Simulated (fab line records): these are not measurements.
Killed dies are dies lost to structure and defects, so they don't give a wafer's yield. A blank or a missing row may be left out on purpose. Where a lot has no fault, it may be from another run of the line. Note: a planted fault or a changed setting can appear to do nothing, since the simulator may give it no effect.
Split-lot study + flow n5-finfet + 7 lots, 21 wafers read, on a route of 1938 steps

== ON THE SPLIT ==
At N5_BEOL_M14_ILD_DEP_00 (deposits SiO2 from TEOS/O2, target thk 1119.3 nm, time 237.4 s), the setting time-s was moved away from the recipe's 237.4 s on 5 of the 21 wafers read, by -15.0% to +11.8%. This setting was run at the recipe's value on the other wafers.

Split to reading: the file shows no intervening step.

== THE READING ==
M14_ILD_THK, in nm, at N5_BEOL_M14_THK_MEAS_01. On this fab line, fault-free wafers typically give 1116 nm with a standard deviation of 16 nm.

| wafer  | tool, chamber at the split | time-s as run, s | against the recipe | M14_ILD_THK, nm | against lot-mates on the recipe |
|--------|----------------------------|------------------|--------------------|-----------------|---------------------------------|
| L074.2 | pecvd-04, 1                | 237.4            | recipe             | 1124            | -                               |
| L074.3 | pecvd-04, 2                | 237.4            | recipe             | 1094            | -                               |
| L074.6 | pecvd-04, 0                | 237.4            | recipe             | 1126            | -                               |
| L076.1 | pecvd-04, 1                | 201.8            | -15.0%             | 943             | -154                            |
| L076.3 | pecvd-04, 2                | 237.4            | recipe             | 1087            | -                               |
| L076.5 | pecvd-04, 2                | 237.4            | recipe             | 1106            | -                               |
| L077.1 | pecvd-01, 0                | 237.4            | recipe             | 1115            | -                               |
| L077.3 | pecvd-01, 2                | 237.4            | recipe             | 1107            | -                               |
| L077.5 | pecvd-01, 0                | 237.4            | recipe             | 1115            | -                               |
| L087.3 | pecvd-02, 1                | 237.4            | recipe             | 1133            | -                               |
| L087.4 | pecvd-02, 0                | 237.4            | recipe             | 1151            | -                               |
| L087.6 | pecvd-02, 2                | 237.4            | recipe             | 1127            | -                               |
| L090.2 | pecvd-02, 2                | 265.4            | +11.8%             | 1244            | +85                             |
| L090.4 | pecvd-02, 1                | 237.4            | recipe             | 1159            | -                               |
| L090.5 | pecvd-02, 0                | 265.4            | +11.8%             | 1274            | +115                            |
| L089.2 | pecvd-01, 0                | 221.5            | -6.7%              | 1046            | -81                             |
| L089.4 | pecvd-01, 0                | 221.5            | -6.7%              | 1059            | -68                             |
| L089.6 | pecvd-01, 2                | 237.4            | recipe             | 1127            | -                               |
| L091.1 | pecvd-04, 1                | 237.4            | recipe             | 1124            | -                               |
| L091.2 | pecvd-04, 0                | 237.4            | recipe             | 1106            | -                               |
| L091.3 | pecvd-04, 2                | 237.4            | recipe             | 1093            | -                               |

FIT RESULTS
A straight line over all 21 wafers: M14_ILD_THK changes by +11.5 nm for each +1% of time-s; r = +0.96; the points scatter about the line by 19 nm.
The same after taking each lot's own level away (the mean of its wafers on the recipe; 21 wafers): +9.52 nm for each +1%; r = +0.98; scatter 12 nm.
According to that fit, moving time-s by its largest amount changes the reading by 1.4e+02 nm.
From 1096.5 to 1159.0 nm: that is the span of the lots' own levels, equal to 3.9 times the standard deviation above.
In other words, the slope is changed by the lot-to-lot level; the two fits disagree.
Check: with one of the wafers moved furthest among these (-15.0%) left out of the fit, the line predicts -140 nm for it against its lot-mates. It came out at -154 nm against them.

== ADDITIONAL SPLITS CARRIED BY THESE WAFERS ==
Before the reading, these wafers also passed through other splits. Each is held against what the fit with the lots' levels taken away leaves over:
| other split on the same wafers | wafers away from the commonest value | r with M14_ILD_THK (lot level and that fit taken away) |
|--------------------------------|--------------------------------------|--------------------------------------------------------|
| N5_BEOL_M13_ILD_DEP_00 time-s  | 5                                    | +0.30                                                  |
| N5_BEOL_M13_SPUTTER_43 time-s  | 5                                    | -0.23                                                  |

== THE WHOLE CHAIN: every reading that the file lists as answering this split, in the file's order ==
| step                    | what it does                                                   | reading                                                                             | change (the file's fit)              | r (the file's) |
|-------------------------|----------------------------------------------------------------|-------------------------------------------------------------------------------------|--------------------------------------|----------------|
| N5_BEOL_M14_ILD_DEP_00  | deposits SiO2 from TEOS/O2, target thk 1119.3 nm, time 237.4 s | SiO2_of_BEOL_M14_ILD_DEP_00.thk-nm (the simulator's own value, which no gauge read) | +9.77 nm for each +1% of the setting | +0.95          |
| N5_BEOL_M14_THK_MEAS_01 |                                                                | M14_ILD_THK                                                                         | +9.73 for each +1% of the setting    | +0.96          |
| N5_BEOL_M14_VIA_ETCH_16 | etches SiO2 in C4F8/O2/Ar, target depth 1231.3 nm              | etch.depth-nm (the simulator's own value, which no gauge read)                      | +9.77 nm for each +1% of the setting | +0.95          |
| N5_BEOL_M14_VIA_ETCH_16 | etches SiO2 in C4F8/O2/Ar, target depth 1231.3 nm              | coat_of_BEOL_M14_COAT_04.thk-nm (the simulator's own value, which no gauge read)    | -2.43 nm for each +1% of the setting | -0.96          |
| N5_BEOL_M14_ETCH_38     | etches SiCN in CF4/N2, target depth 106.5 nm, time 120.6 s     | SiO2_of_BEOL_M14_ILD_DEP_00.thk-nm (the simulator's own value, which no gauge read) | +9.66 nm for each +1% of the setting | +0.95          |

== FILE'S OWN FIT ==
M14_ILD_THK changes by +9.73 nm for each +1% of time-s, r = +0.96.
